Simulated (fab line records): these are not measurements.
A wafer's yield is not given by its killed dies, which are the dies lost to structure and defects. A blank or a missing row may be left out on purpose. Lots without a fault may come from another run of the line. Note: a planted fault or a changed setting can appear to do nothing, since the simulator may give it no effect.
Which tool was responsible? + flow n5 finfet + 9 lots with 26 wafers sampled at 7 steps, on a route of 1938 steps

WHAT EACH GAUGE READ, for each wafer
N5_BEOL_M7_CD_MEAS_28 targets a cd of 40 nm.
| lot  | measured     | on        | cd nm (nm)        |
|------|--------------|-----------|-------------------|
| L624 | day 9 12:32  | cd sem-03 | 40.00 40.15 40.17 |
| L625 | day 10 00:31 | cd sem-01 | 40.17 40.10 39.82 |
| L632 | day 11 10:43 | cd sem-03 | 40.06 40.16       |
| L636 | day 12 15:08 | cd sem-01 | 40.09 40.17 39.91 |
| L638 | day 13 06:14 | cd sem-03 | 39.85 40.06 40.45 |
| L640 | day 13 16:04 | cd sem-02 | 39.76 39.71 39.93 |
| L643 | day 14 01:19 | cd sem-01 | 39.73 39.95 40.14 |
| L642 | day 14 05:37 | cd sem-01 | 40.03 39.91 40.23 |
| L645 | day 15 07:37 | cd sem-03 | 40.17 39.56 39.89 |

N5_BEOL_M7_OCD_MEAS_38.
| lot  | measured     | on     | trench depth nm (nm) |
|------|--------------|--------|----------------------|
| L624 | day 9 13:26  | ocd-02 | 92.2 92.5 91.9       |
| L625 | day 10 01:15 | ocd-01 | 96.2 94.9 95.3       |
| L632 | day 11 11:17 | ocd-02 | 139.0 92.4           |
| L636 | day 12 15:55 | ocd-02 | 95.4 95.1 92.9       |
| L638 | day 13 06:47 | ocd-01 | 94.2 93.5 91.6       |
| L640 | day 13 16:37 | ocd-02 | 94.2 93.1 92.9       |
| L643 | day 14 01:52 | ocd-01 | 92.8 93.4 94.3       |
| L642 | day 14 06:54 | ocd-01 | 91.4 94.0 91.6       |
| L645 | day 15 08:10 | ocd-01 | 94.5 93.9 93.5       |

N5_BEOL_M7_THK_MEAS_53: measures by xrf.
| lot  | measured     | on            | M7_THK (nm)    |
|------|--------------|---------------|----------------|
| L624 | day 9 16:11  | film metro-01 | 77.8 77.2 77.4 |
| L625 | day 10 05:03 | film metro-02 | 81.7 80.6 80.4 |
| L632 | day 11 13:44 | film metro-02 | 122.8 75.1     |
| L636 | day 12 18:55 | film metro-02 | 79.4 82.8 79.9 |
| L638 | day 13 10:00 | film metro-01 | 78.7 77.0 76.4 |
| L640 | day 13 20:52 | film metro-01 | 77.8 75.5 77.1 |
| L643 | day 14 05:29 | film metro-02 | 78.3 76.8 78.0 |
| L642 | day 14 13:03 | film metro-01 | 75.8 76.0 76.2 |
| L645 | day 15 12:28 | film metro-02 | 78.9 78.4 76.4 |

N5_BEOL_M7_RS_MEAS_57: measurement is done with a four-point probe.
| lot  | measured     | on            | M7_RS (ohm/sq)    |
|------|--------------|---------------|-------------------|
| L624 | day 9 16:19  | film metro-01 | 0.291 0.293 0.294 |
| L625 | day 10 05:13 | film metro-02 | 0.272 0.276 0.276 |
| L632 | day 11 13:52 | film metro-02 | 0.170 0.298       |
| L636 | day 12 19:11 | film metro-02 | 0.283 0.270 0.283 |
| L638 | day 13 10:10 | film metro-02 | 0.281 0.290 0.293 |
| L640 | day 13 21:01 | film metro-02 | 0.289 0.298 0.291 |
| L643 | day 14 05:37 | film metro-02 | 0.285 0.294 0.288 |
| L642 | day 14 13:11 | film metro-01 | 0.298 0.296 0.296 |
| L645 | day 15 12:35 | film metro-02 | 0.286 0.288 0.297 |

WHICH TOOL RAN EACH LOT (tool, then ch and the chambers of the sampled wafers, then the start)
| lot  | N5_BEOL_M7_ETCH_65                 | N5_BEOL_M7_TRENCH_ETCH_37          | N5_BEOL_M7_ETCH_41                            |
|------|------------------------------------|------------------------------------|-----------------------------------------------|
| L624 | rie diel-02 ch 2, day 9 12:53      | rie diel-02 ch 2, day 9 13:13      | rie diel-02 ch 2, day 9 13:26 or earlier      |
| L625 | rie diel-04 ch 0,1,3, day 10 00:52 | rie diel-04 ch 0,1,3, day 10 01:05 | rie diel-04 ch 0,1,3, day 10 01:15 or earlier |
| L632 | rie diel-02 ch 0,1, day 11 10:53   | rie diel-02 ch 0,1, day 11 11:07   | rie diel-02 ch 0,1, day 11 11:17 or earlier   |
| L636 | rie diel-04 ch 1,2,3, day 12 15:32 | rie diel-04 ch 1,2,3, day 12 15:46 | rie diel-04 ch 1,2,3, day 12 15:55 or earlier |
| L638 | rie diel-05 ch 0,1,3, day 13 06:25 | rie diel-05 ch 0,1,3, day 13 06:38 | rie diel-05 ch 0,1,3, day 13 06:47 or earlier |
| L640 | rie diel-05 ch 1,2,3, day 13 16:14 | rie diel-05 ch 1,2,3, day 13 16:28 | rie diel-05 ch 1,2,3, day 13 16:37 or earlier |
| L643 | rie diel-04 ch 2,3, day 14 01:29   | rie diel-04 ch 2,3, day 14 01:42   | rie diel-04 ch 2,3, day 14 01:52 or earlier   |
| L642 | rie diel-02 ch 0,2,3, day 14 06:31 | rie diel-02 ch 0,2,3, day 14 06:44 | rie diel-02 ch 0,2,3, day 14 06:54 or earlier |
| L645 | rie diel-04 ch 0,1,2, day 15 07:47 | rie diel-04 ch 0,1,2, day 15 08:01 | rie diel-04 ch 0,1,2, day 15 08:10 or earlier |
- N5_BEOL_M7_ETCH_65: etches SiARC in CF4, target depth 15.6 nm, time 26 s.
- N5_BEOL_M7_TRENCH_ETCH_37: etches SiCOH lowk in C4F6/O2, target depth 93.478 nm, time 31.2 s.
- N5_BEOL_M7_ETCH_41: etches SiCN in CH3F/O2, target depth 31.9 nm, time 57.8 s.

WHAT THE TOOLS THEMSELVES READ (means of the sampled wafers that have a number; where no wafer has one, the mark that the record gives instead)
N5_BEOL_M7_ETCH_65.
| lot  | tool        | drypump motor current A (A) | etch rf on time s (s) | oes product au (a.u.) | rf vpp V (V) | showerhead plenum p Torr (Torr) | throttle valve pct (%) |
|------|-------------|-----------------------------|-----------------------|-----------------------|--------------|---------------------------------|------------------------|
| L624 | rie diel-02 | 5.6                         | 26.3                  | 0.63                  | 184.2        | 2.14                            | 15.50                  |
| L625 | rie diel-04 | 5.7                         | 25.9                  | 0.72                  | 184.6        | 2.14                            | 15.49                  |
| L632 | rie diel-02 | 5.2                         | 26.5                  | 0.79                  | 184.2        | 2.23                            | 15.27                  |
| L636 | rie diel-04 | 5.8                         | 25.9                  | 0.73                  | 184.4        | 2.15                            | 15.60                  |
| L638 | rie diel-05 | 5.8                         | 26.0                  | 0.65                  | 184.5        | 2.14                            | 15.68                  |
| L640 | rie diel-05 | 5.6                         | 26.3                  | 0.68                  | 184.4        | 2.13                            | 15.56                  |
| L643 | rie diel-04 | 6.2                         | 26.0                  | 0.70                  | 184.3        | 2.17                            | 15.75                  |
| L642 | rie diel-02 | 5.4                         | 26.2                  | 0.65                  | 184.3        | 2.20                            | 15.59                  |
| L645 | rie diel-04 | 5.9                         | 25.8                  | 0.68                  | 183.3        | 2.12                            | 15.55                  |

N5_BEOL_M7_TRENCH_ETCH_37.
| lot  | tool        | drypump motor current A (A) | oes product au (a.u.) | rf vpp V (V) | showerhead plenum p Torr (Torr) | throttle valve pct (%) |
|------|-------------|-----------------------------|-----------------------|--------------|---------------------------------|------------------------|
| L624 | rie diel-02 | 5.6                         | 0.74                  | 663          | 2.83                            | 20.64                  |
| L625 | rie diel-04 | 5.6                         | 0.85                  | 670          | 2.84                            | 20.86                  |
| L632 | rie diel-02 | 5.2                         | 1.06                  | 664          | 2.96                            | 20.59                  |
| L636 | rie diel-04 | 5.8                         | 0.85                  | 676          | 2.85                            | 20.95                  |
| L638 | rie diel-05 | 5.8                         | 0.76                  | 665          | 2.86                            | 21.06                  |
| L640 | rie diel-05 | 5.6                         | 0.80                  | 664          | 2.84                            | 20.89                  |
| L643 | rie diel-04 | 6.2                         | 0.82                  | 676          | 2.88                            | 21.10                  |
| L642 | rie diel-02 | 5.4                         | 0.76                  | 670          | 2.92                            | 20.82                  |
| L645 | rie diel-04 | 5.9                         | 0.80                  | 667          | 2.83                            | 20.89                  |

N5_BEOL_M7_ETCH_41.
| lot  | tool        | drypump motor current A (A) | oes product au (a.u.) | rf vpp V (V) | showerhead plenum p Torr (Torr) | throttle valve pct (%) |
|------|-------------|-----------------------------|-----------------------|--------------|---------------------------------|------------------------|
| L624 | rie diel-02 | 5.6                         | 0.73                  | 297.1        | 1.99                            | 16.12                  |
| L625 | rie diel-04 | 5.7                         | 0.84                  | 297.0        | 2.00                            | 16.22                  |
| L632 | rie diel-02 | 5.2                         | 0.92                  | 299.4        | 2.08                            | 15.93                  |
| L636 | rie diel-04 | 5.8                         | 0.85                  | 297.8        | 2.00                            | 16.30                  |
| L638 | rie diel-05 | 5.8                         | 0.76                  | 298.0        | 2.01                            | 16.45                  |
| L640 | rie diel-05 | 5.6                         | 0.80                  | 297.5        | 2.00                            | 16.28                  |
| L643 | rie diel-04 | 6.2                         | 0.82                  | 297.3        | 2.03                            | 16.42                  |
| L642 | rie diel-02 | 5.4                         | 0.75                  | 298.9        | 2.05                            | 16.24                  |
| L645 | rie diel-04 | 5.9                         | 0.80                  | 297.3        | 1.98                            | 16.27                  |

THE ANSWER, worked out from the rows above alone
Rule: what is usual is taken from the lots themselves. The widest of any qualifying gaps counts: lots, ordered by their means at a reading, are off when they make up no more than a third of the lots, leave a main group of 4 or more, and stand apart from it by 3 or more times the standard deviation of that group's means. The tables above print the reading to a certain number of digits; a main group whose means all agree to those digits is not used. Also off: a lot with no number at a reading for which 4 or more lots have one. The other lots that the step has rows for count as sound. Order of review: gauges by route order, followed by the tools' own readings, for which a lot's mean as printed above is used. The first step at which some lot is off is used, and at that step the reading that is off furthest; a lot without a number counts as furthest.
Off, at N5_BEOL_M7_OCD_MEAS_38 on trench depth nm: L632. Main group: mean 93.6 nm, sd 1.
A tool fits if, at a process step before that reading, it ran every lot that is off, and no sound lot after the first of them. The gauges at N5_BEOL_M7_OCD_MEAS_38 aren't tried: what is off there is off at N5_BEOL_M7_THK_MEAS_53 too, on other tools, and a gauge's error can't cause that. With no start given for some of its lots, N5_BEOL_M7_ETCH_41 uses the hours and lot order of N5_BEOL_M7_OCD_MEAS_38. None of those tried fits.

WHAT THE SIMULATOR HAD PUT IN
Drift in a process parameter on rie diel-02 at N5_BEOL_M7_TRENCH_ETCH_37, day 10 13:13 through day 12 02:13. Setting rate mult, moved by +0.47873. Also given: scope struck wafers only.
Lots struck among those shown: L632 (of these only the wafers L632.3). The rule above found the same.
